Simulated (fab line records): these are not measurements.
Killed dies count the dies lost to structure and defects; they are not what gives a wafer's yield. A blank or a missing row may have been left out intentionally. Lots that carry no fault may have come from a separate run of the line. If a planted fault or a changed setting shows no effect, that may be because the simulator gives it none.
fab line records | flow nandHarc
[record] lots = 13 | wafers = 39 | lastDay = 24
route steps=1159 shown A_CONTACT@912 END@1159
lots that met no fault: taken from a fault-free run of the same line
startH: hours from the record's opening day to when the first of the lot's shown wafers began | waitH: hours since the lot's step before | " unchanged from the row above | L1.1+2: a single row standing in for several wafers | - no value present, or no start provided | * or withheld: withheld | < > ~ a bound
route shown NAME@n: names a module that has steps shown in the file, with the first one's number in the route | usual: mean and standard deviation over wafers with no fault | same: alike in all rows | chamber/n: place in a boat | sites: each site's reading | _std_site: the values' standard deviation | _edge_site: mean of outer sites minus mean of inner sites | radiusMm: for every site, how far away it sits from the centre of the wafer | mask NAME#n: copy n | behind: tool/chamber where the wafer was last shaped | hold: why the lot went on hold/how many hours it stayed there/how the hold came to an end | device: which transistor (n, p or np) failed to switch | end of line: tests of these same wafers at the route's end | where a step has no rows: the recipe by itself | killed: dies that structure and defects cost at the first sort, which is not the same as the wafer's yield | map: a wafer's dies, marking killed ones x, the rest . and places with no die _
set.NAME: the setting that was run; set.NAME@STEP: the one run at that earlier step | model.NAME: the simulator's own value behind a step, which no gauge read
a sample of lots followed through the steps of the route, with each step as a table and each wafer as a row
services: from which hour (startH, from the record's first day; less than 0 if before it) a tool's chamber was out of use, for how many hours, and why
[[steps]]
[step NHARC_A_CONTACT_ETCH_132]
[recipe] sourceW = withheld | pressureMtorr = 20 | biasV = 1200 | timeS = 156 | targetDepthA = 9580 | arFlowSccm = withheld | c4f8FlowSccm = withheld | o2FlowSccm = withheld | chemistry = C4F8/O2/Ar
lot.wafer | tool          | chamber | startH | waitH | rfHoursCounterH
L901.2    | harCapEtch-01 | 1       | 379.17 | 0.1   | 58
L901.4    | "             | 0       | "      | "     | -
L901.5    | "             | 0       | "      | "     | -
L902.1    | harCapEtch-02 | 1       | 385.91 | 0.1   | 14
L902.6    | "             | 1       | "      | "     | -
L902.5    | "             | 0       | "      | "     | -
L903.4    | harCapEtch-03 | 0       | 403.82 | 0.1   | -
L903.3    | "             | 1       | "      | "     | -
L903.6    | "             | 1       | "      | "     | -
L908.2    | harCapEtch-02 | 1       | 426.33 | 0.1   | 19
L908.3    | "             | 1       | "      | "     | -
L908.6    | "             | 0       | "      | "     | -
L907.1    | harCapEtch-03 | 0       | 427.80 | 0.1   | 91
L907.3    | "             | 0       | "      | "     | -
L907.5    | "             | 0       | "      | "     | -
L911.1    | harCapEtch-03 | 0       | 448.88 | 0.1   | 96
L911.3    | "             | 1       | "      | "     | -
L911.6    | "             | 0       | "      | "     | -
L916.2    | harCapEtch-02 | 1       | 473.60 | 0.1   | 27
L916.4    | "             | 1       | "      | "     | -
L916.6    | "             | 0       | "      | "     | -
L913.1    | harCapEtch-03 | 0       | 483.40 | 0.1   | 102
L913.4    | "             | 0       | "      | "     | -
L913.3    | "             | 1       | "      | "     | -
L915.2    | harCapEtch-01 | 1       | 485.27 | 0.1   | 75
L915.4    | "             | 0       | "      | "     | -
L915.6    | "             | 1       | "      | "     | -
L918.1    | harCapEtch-02 | 1       | 488.28 | 0.1   | 31
L918.2    | "             | 0       | "      | "     | 31
L918.6    | "             | 0       | "      | "     | -
L921.2    | harCapEtch-02 | 1       | 502.19 | 0.1   | 33
L921.5    | "             | 1       | "      | "     | -
L921.6    | "             | 0       | "      | "     | -
L920.2    | harCapEtch-03 | 0       | 506.68 | 0.1   | 107
L920.3    | "             | 1       | "      | "     | -
L920.6    | "             | 1       | "      | "     | -
L922.3    | harCapEtch-01 | 0       | 516.72 | 0.1   | -
L922.4    | "             | 1       | "      | "     | -
L922.5    | "             | 0       | "      | "     | -
[step NHARC_A_CONTACT_ETCH_91]
[recipe] targetDepthA = 400 | overEtchFrac = 0.5 | timeS = 85.7 | ionEnergyEv = 120 | ch3fFlowSccm = 50 | o2FlowSccm = 30 | arFlowSccm = 200 | rfW = 500 | biasW = 100 | chemistry = CH3F/O2
[usual] biasW = 100.0/0.32 | ch3fFlowSccm = 49.99/0.15 | drypumpMotorCurrentA = 5.6/0.41 | o2FlowSccm = 29.98/0.086 | oesProductAu = 0.94/0.035 | rfVppV = 243.7/1.5 | showerheadPlenumPTorr = 2.42/0.1 | throttleValvePct = 20.663/0.01
lot.wafer | tool       | chamber | startH | waitH | biasW | ch3fFlowSccm | drypumpMotorCurrentA | o2FlowSccm | oesProductAu | rfHoursCounterH | rfVppV | showerheadPlenumPTorr | throttleValvePct
L901.2    | rieDiel-04 | 3       | 379.87 | 0.5   | 100.0 | 50.04        | 5.6                  | 29.97      | 0.91         | 34              | 243.8  | 2.47                  | 20.679
L901.4    | "          | 2       | "      | "     | 100.1 | 50.15        | 5.4                  | 29.97      | 0.92         | 37              | 243.7  | 2.40                  | 20.666
L901.5    | "          | 0       | "      | "     | 100.0 | 50.12        | 5.0                  | 29.84      | 0.93         | -               | 247.2  | 2.57                  | 20.676
L902.1    | rieDiel-03 | 1       | 386.63 | 0.5   | 100.0 | 50.03        | 5.4                  | 30.11      | 0.93         | 29              | 244.4  | 2.51                  | 20.656
L902.5    | "          | 0       | "      | "     | 99.2  | 49.87        | 5.1                  | 29.97      | 0.94         | -               | 243.6  | 2.40                  | 20.663
L902.6    | "          | 1       | "      | "     | 100.3 | 49.88        | 5.4                  | 29.91      | 0.92         | -               | 245.4  | 2.51                  | 20.659
L903.3    | rieDiel-03 | 0       | 404.50 | 0.4   | 99.6  | 49.97        | 5.1                  | 30.11      | 0.93         | 1               | 244.3  | 2.40                  | 20.672
L903.4    | "          | 1       | "      | "     | 100.0 | 50.01        | 5.4                  | 29.97      | 0.93         | 1               | 244.3  | 2.51                  | 20.656
L903.6    | "          | 3       | "      | "     | 99.7  | 49.74        | 5.7                  | 29.93      | 0.90         | -               | 242.0  | 2.33                  | 20.668
L908.3    | rieDiel-01 | 2       | 427.04 | 0.4   | 100.2 | 49.97        | 6.2                  | 29.94      | 1.00         | 35              | 245.4  | 2.49                  | 20.649
L908.2    | "          | 0       | "      | "     | 100.2 | 49.80        | 5.8                  | 30.11      | 0.98         | 36              | 244.0  | 2.51                  | 20.659
L908.6    | "          | 1       | "      | "     | 100.0 | 50.15        | 5.3                  | 29.96      | 0.99         | -               | 247.0  | 2.62                  | 20.653
L907.1    | rieDiel-01 | 2       | 428.48 | 0.5   | 100.3 | 50.04        | 6.1                  | 30.00      | 0.93         | 35              | 244.6  | 2.49                  | 20.644
L907.3    | "          | 3       | "      | "     | 99.6  | 50.06        | 5.0                  | 29.95      | 0.91         | 37              | 242.6  | 2.31                  | 20.675
L907.5    | "          | 3       | "      | "     | 99.8  | 49.93        | 5.0                  | 29.87      | 0.92         | -               | 242.0  | 2.31                  | 20.662
L911.3    | rieDiel-03 | 3       | 449.58 | 0.4   | 99.6  | 49.95        | 5.8                  | 30.01      | 0.96         | 11              | 242.0  | 2.33                  | 20.657
L911.1    | "          | 0       | "      | "     | 99.5  | 49.91        | 5.1                  | 29.99      | 1.00         | 11              | 244.4  | 2.39                  | 20.670
L911.6    | "          | 3       | "      | "     | 99.8  | 50.06        | 5.8                  | 29.93      | 0.96         | -               | 241.9  | 2.33                  | 20.651
L916.2    | rieDiel-03 | 3       | 474.29 | 0.5   | 100.4 | 50.04        | 5.8                  | 29.99      | 0.90         | 15              | 242.6  | 2.33                  | 20.651
L916.4    | "          | 2       | "      | "     | 99.7  | 50.02        | 6.2                  | 29.93      | 0.94         | 14              | 241.4  | 2.28                  | 20.653
L916.6    | "          | 3       | "      | "     | 100.3 | 50.12        | 5.8                  | 29.89      | 0.90         | -               | 241.8  | 2.33                  | 20.661
L913.1    | rieDiel-04 | 1       | 484.11 | 0.5   | 99.8  | 49.98        | 5.9                  | 29.99      | 0.99         | 5               | 242.8  | 2.46                  | 20.655
L913.4    | "          | 3       | "      | "     | 100.1 | 50.14        | 5.6                  | 30.06      | 0.97         | 5               | 243.0  | 2.46                  | 20.649
L913.3    | "          | 0       | "      | "     | 100.2 | 49.89        | 5.0                  | 29.83      | 1.01         | 5               | 245.6  | 2.55                  | 20.682
L915.4    | rieDiel-03 | 2       | 485.96 | 0.4   | 99.6  | 49.82        | 6.2                  | 29.99      | 0.94         | 18              | 242.1  | 2.28                  | 20.650
L915.2    | "          | 3       | "      | "     | 99.8  | 49.85        | 5.8                  | 29.97      | 0.91         | 18              | 242.5  | 2.32                  | 20.645
L915.6    | "          | 3       | "      | "     | 99.9  | 49.66        | 5.8                  | 29.97      | 0.90         | -               | 242.8  | 2.32                  | 20.659
L918.1    | rieDiel-01 | 1       | 489.02 | 0.6   | 100.1 | 49.98        | 5.3                  | 29.82      | 0.93         | 59              | 246.5  | 2.61                  | 20.671
L918.2    | "          | 2       | "      | "     | 100.3 | 50.03        | 6.1                  | 29.97      | 0.94         | 57              | 245.2  | 2.48                  | 20.647
L918.6    | "          | 3       | "      | "     | 100.2 | 49.69        | 5.0                  | 29.82      | 0.92         | -               | 242.4  | 2.30                  | 20.673
L921.2    | rieDiel-03 | 3       | 502.93 | 0.6   | 100.8 | 49.88        | 5.7                  | 30.06      | 0.93         | 20              | 242.2  | 2.32                  | 20.667
L921.6    | "          | 1       | "      | "     | 100.2 | 49.97        | 5.4                  | 29.82      | 0.93         | -               | 245.0  | 2.50                  | 20.660
L921.5    | "          | 2       | "      | "     | 100.0 | 49.96        | 6.2                  | 29.98      | 0.95         | -               | 242.5  | 2.28                  | 20.671
L920.2    | rieDiel-04 | 2       | 507.38 | 0.5   | 100.3 | 49.88        | 5.4                  | 29.87      | 0.92         | 15              | 243.1  | 2.38                  | 20.649
L920.3    | "          | 3       | "      | "     | 100.4 | 49.74        | 5.6                  | 30.19      | 0.90         | 14              | 244.3  | 2.45                  | 20.664
L920.6    | "          | 2       | "      | "     | 100.3 | 49.75        | 5.4                  | 30.01      | 0.91         | -               | 243.1  | 2.38                  | 20.665
L922.3    | rieDiel-01 | 0       | 517.41 | 0.5   | 100.2 | 50.11        | 5.8                  | 29.98      | 0.90         | 6               | 245.0  | 2.50                  | 20.659
L922.4    | "          | 2       | "      | "     | 99.9  | 50.16        | 6.2                  | 29.96      | 0.94         | 5               | 245.0  | 2.47                  | 20.670
L922.5    | "          | 3       | "      | "     | 100.1 | 50.24        | 5.0                  | 30.00      | 0.92         | -               | 242.4  | 2.29                  | 20.672
[step NHARC_A_CONTACT_DEP_85]
[recipe] targetThkA = 500 | targetThkNm = 50 | tempC = 400 | pressureTorr = 3.5 | flowSccm = 200 | rfW = 350 | material = SiON
[usual] heaterPowerW = 773/110
lot.wafer | tool     | chamber | startH | waitH | heaterPowerW
L901.2    | pecvd-02 | 1       | 383.00 | 0.9   | 827
L901.4    | "        | 0       | "      | "     | 591
L901.5    | "        | 0       | "      | "     | 590
L902.1    | pecvd-01 | 1       | 389.10 | 1.0   | 803
L902.6    | "        | 1       | "      | "     | 817
L902.5    | "        | 0       | "      | "     | 1069
L903.3    | pecvd-03 | 2       | 406.94 | 0.6   | 687
L903.4    | "        | 2       | "      | "     | 712
L903.6    | "        | 1       | "      | "     | 836
L908.2    | pecvd-02 | 2       | 431.47 | 0.8   | 750
L908.3    | "        | 1       | "      | "     | 756
L908.6    | "        | 0       | "      | "     | 600
L907.1    | pecvd-01 | 0       | 432.84 | 1.2   | 874
L907.3    | "        | 2       | "      | "     | 919
L907.5    | "        | 2       | "      | "     | 948
L911.1    | pecvd-02 | 2       | 452.77 | 1.1   | 754
L911.3    | "        | 1       | "      | "     | 732
L911.6    | "        | 2       | "      | "     | 741
L916.2    | pecvd-01 | 2       | 478.79 | 0.9   | 851
L916.4    | "        | 2       | "      | "     | 865
L916.6    | "        | 0       | "      | "     | 1033
L913.1    | pecvd-02 | 1       | 489.44 | 1.1   | 723
L913.3    | "        | 2       | "      | "     | 661
L913.4    | "        | 2       | "      | "     | 677
L915.2    | pecvd-02 | 2       | 490.62 | 0.9   | 747
L915.6    | "        | 0       | "      | "     | 637
L915.4    | "        | 2       | "      | "     | 728
L918.1    | pecvd-01 | 0       | 495.65 | 1.1   | 951
L918.2    | "        | 1       | "      | "     | 830
L918.6    | "        | 1       | "      | "     | 801
L921.2    | pecvd-01 | 2       | 506.43 | 0.8   | 772
L921.6    | "        | 2       | "      | "     | 782
L921.5    | "        | 1       | "      | "     | 816
L920.2    | pecvd-02 | 2       | 511.69 | 0.9   | 778
L920.3    | "        | 1       | "      | "     | 716
L920.6    | "        | 0       | "      | "     | 559
L922.3    | pecvd-03 | 0       | 519.97 | 0.6   | 850
L922.5    | "        | 1       | "      | "     | 828
L922.4    | "        | 2       | "      | "     | 684
[step NHARC_A_CONTACT_SOFTBAKE_03]
[recipe] tempC = 105 | timeS = 55
[usual] heaterPowerTotalW = 188.46/0.13
lot.wafer | tool          | chamber | startH | waitH | heaterPowerTotalW
L901.2    | lithoTrack-06 | 0       | 383    | -     | 188.30
L901.4    | "             | 0       | "      | "     | 188.41
L901.5    | "             | 0       | "      | "     | 188.37
L902.1    | lithoTrack-04 | 0       | 389    | -     | 188.35
L902.5    | "             | 0       | "      | "     | 188.47
L902.6    | "             | 0       | "      | "     | 188.75
L903.3    | lithoTrack-01 | 0       | 407    | -     | 188.63
L903.4    | "             | 0       | "      | "     | 188.39
L903.6    | "             | 0       | "      | "     | 188.52
L908.2    | lithoTrack-01 | 0       | 431    | -     | 323.59
L908.3    | "             | 0       | "      | "     | 323.03
L908.6    | "             | 0       | "      | "     | 323.16
L907.1    | lithoTrack-06 | 0       | 433    | -     | 188.29
L907.3    | "             | 0       | "      | "     | 188.56
L907.5    | "             | 0       | "      | "     | 188.32
L911.1    | lithoTrack-01 | 0       | 453    | -     | 323.10
L911.3    | "             | 0       | "      | "     | 323.15
L911.6    | "             | 0       | "      | "     | 323.38
L916.2    | lithoTrack-06 | 0       | 479    | -     | 188.33
L916.4    | "             | 0       | "      | "     | 188.36
L916.6    | "             | 0       | "      | "     | 188.42
L913.1    | lithoTrack-06 | 0       | 489    | -     | 188.48
L913.3    | "             | 0       | "      | "     | 188.35
L913.4    | "             | 0       | "      | "     | 188.42
L915.2    | lithoTrack-06 | 0       | 490    | -     | 188.48
L915.4    | "             | 0       | "      | "     | 188.48
L915.6    | "             | 0       | "      | "     | 188.49
L918.1    | lithoTrack-06 | 0       | 495    | -     | 188.44
L918.2    | "             | 0       | "      | "     | 188.69
L918.6    | "             | 0       | "      | "     | 188.36
L921.2    | lithoTrack-06 | 0       | 506    | -     | 188.34
L921.5    | "             | 0       | "      | "     | 188.36
L921.6    | "             | 0       | "      | "     | 188.30
L920.2    | lithoTrack-06 | 0       | 511    | -     | 188.52
L920.3    | "             | 0       | "      | "     | 188.46
L920.6    | "             | 0       | "      | "     | 188.51
L922.3    | lithoTrack-04 | 0       | 520    | -     | 188.28
L922.4    | "             | 0       | "      | "     | 188.38
L922.5    | "             | 0       | "      | "     | 188.40
[step NHARC_END_SORT_01]
[recipe] tempC = 25
[usual] killedAtArray = 31/11 | killedAtOther = 0.5/0.78 | killedAtPeriphery = 3.0/2 | killedDies = 34/12 | killedOpen = 3.2/2 | killedShort = 1.9/1.6
[same] grossDies = 677
lot.wafer | tool      | chamber | startH | waitH | killedAtArray | killedAtOther | killedAtPeriphery | killedDies | killedOpen | killedShort
L913.1    | prober-02 | 0       | 548.56 | 2.5   | 27            | 1             | 8                 | 36         | 0          | 2
L913.3    | prober-02 | 0       | 550.18 | 3.1   | 29            | 0             | 2                 | 31         | 4          | 0
L913.4    | prober-02 | 0       | 550.99 | 3.4   | 42            | 0             | 5                 | 47         | 6          | 2
// killed by level:class
L913.1 A_CHANNEL_HOLE_D1:chamberFilmFlake=19 P_STI:chamberFilmFlake=4 P_M1:chamberFilmFlake=3 A_CONTACT:chamberFilmFlake=3 A_ONON_D1:geometricParticle:short=1 A_CHANNEL_FILL_D1:geometricParticle:short=1 P_GATE:chamberFilmFlake=1 A_CHANNEL_FILL_D1:chamberFilmFlake=1
L913.3 A_CHANNEL_HOLE_D1:chamberFilmFlake=16 A_CONTACT:chamberFilmFlake=5 A_STAIRCASE:chamberFilmFlake=3 A_M0:geometricParticle:open=2 P_M1:chamberFilmFlake=2 A_CONTACT:geometricParticle:open=1 A_BLC:geometricParticle:open=1 A_BLC:chamberFilmFlake=1
L913.4 A_CHANNEL_HOLE_D1:chamberFilmFlake=24 P_M1:chamberFilmFlake=5 A_STAIRCASE:chamberFilmFlake=4 A_CONTACT:chamberFilmFlake=4 A_ONON_D1:geometricParticle:open=3 A_WL_FILL:geometricParticle:open=2 A_CHANNEL_FILL_D1:geometricParticle:short=1 A_CHANNEL_FILL_D1:geometricParticle:open=1
[[services]]
tool          | chamber | startH | hours | kind
rieDiel-03    | -       | 360.97 | 0.3   | repair
rieDiel-03    | 0       | 371.36 | -     | clean
rieDiel-03    | 1       | 371.36 | -     | clean
rieDiel-03    | 2       | 371.36 | -     | clean
rieDiel-03    | 3       | 371.36 | -     | clean
pecvd-02      | 2       | 377.62 | 12.5  | repair
rieDiel-01    | 0       | 390.21 | 8.2   | repair
rieDiel-03    | -       | 392.33 | 9.0   | pm
rieDiel-03    | 0       | 392.33 | 9.0   | ventCycle
rieDiel-03    | 1       | 392.33 | 9.0   | ventCycle
rieDiel-03    | 2       | 392.33 | 9.0   | ventCycle
rieDiel-03    | 3       | 392.33 | 9.0   | ventCycle
pecvd-01      | -       | 393.52 | 1.6   | repair
rieDiel-03    | 0       | 401.33 | -     | clean
rieDiel-03    | 1       | 401.33 | -     | clean
pecvd-01      | -       | 418.06 | 13.0  | pm
lithoTrack-01 | -       | 443.00 | 7.0   | pm
rieDiel-04    | -       | 465.97 | 9.0   | pm
lithoTrack-06 | -       | 467.00 | 7.0   | pm
pecvd-03      | -       | 473.61 | 13.0  | pm
rieDiel-03    | 3       | 487.55 | 4.3   | repair
lithoTrack-04 | -       | 491.00 | 7.0   | pm
rieDiel-01    | -       | 491.88 | 9.0   | pm
pecvd-02      | -       | 515.55 | 13.0  | pm
[[key]]
[firstSign] step = NHARC_A_CONTACT_SOFTBAKE_03 | reading = heaterPowerTotalW | direction = up | sigmas = 99+ | usual = * | struck = *
effect none on later readings
metAt NHARC_A_CONTACT_SOFTBAKE_03
struckLots L908,L911
testerLeftOut L908,L911
notActingAt NHARC_A_CONTACT_ETCH_132,NHARC_A_CONTACT_ETCH_91,NHARC_A_CONTACT_DEP_85
onsetBetween 407 431
[fault] kind = processParameterDrift | tool = lithoTrack-01 | chamber = - | onsetH = 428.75 | steps = NHARC_A_CONTACT_SOFTBAKE_03 | channel = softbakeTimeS | offset = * | shape = step | endH = 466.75 | actsIn = * | stated = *
// testerLeftOut: of these lots the tester's yield and bins aren't shown, on N5 and GAA mostly nor the transistor test; their killed dies are dies lost to structure and defects alone, not to doping, threshold or leakage, so they don't give the yield
